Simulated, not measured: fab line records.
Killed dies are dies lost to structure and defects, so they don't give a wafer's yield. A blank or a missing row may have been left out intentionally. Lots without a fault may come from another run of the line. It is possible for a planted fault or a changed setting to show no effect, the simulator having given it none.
Matching of chambers	flow nand-harc	NHARC_P_CONTACT_DEP_30 on pecvd-03 has 3 sister chambers
The step deposits SiNx, target thk 30 nm. 6 wafers are shown with their chamber, then 12 later ones without.

## EACH WAFER AND ITS CHAMBER
wafer	chamber	heater-power-w (W)
L086.2	2	638
L086.3	0	587
L086.6	0	572
L086.1	1	686
L086.4	1	700
L086.5	2	656

## WAFERS WHOSE CHAMBER IS MISSING
wafer	heater-power-w (W)
L091.1	754
L091.5	754
L091.6	673
L093.2	623
L093.4	676
L093.6	652
L096.2	711
L096.3	714
L096.5	730
L096.1	677
L096.4	720
L096.6	680

## EACH ONE'S CHAMBER
wafer	from the rows above	in truth
L091.1	1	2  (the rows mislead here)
L091.5	1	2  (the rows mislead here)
L091.6	can't be placed: 1 or 2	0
L093.2	can't be placed: 2 or 0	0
L093.4	can't be placed: 1 or 2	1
L093.6	2	2
L096.2	1	1
L096.3	1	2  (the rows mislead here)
L096.5	1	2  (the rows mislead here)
L096.1	can't be placed: 1 or 2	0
L096.4	1	1
L096.6	can't be placed: 1 or 2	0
Placed correctly: 3 of 12. Cannot be placed on the basis of these rows: 5; the candidates contain the true chamber in 2. Number placed wrongly: 4.
How it was worked out, from the rows above alone: a wafer's distance from a chamber is the root of the sum, over the readings, of the square of ((its reading less the chamber's mean) divided by the reading's scatter). The wafer belongs to the nearest chamber; if the next one is less than 2 further off, it can't be placed. For every chamber, the mean is computed from those of its wafers that are shown. The scatter: take each reading less its chamber's mean, square it, sum over the shown wafers, divide by the number of wafers less the number of chambers, and take the root.
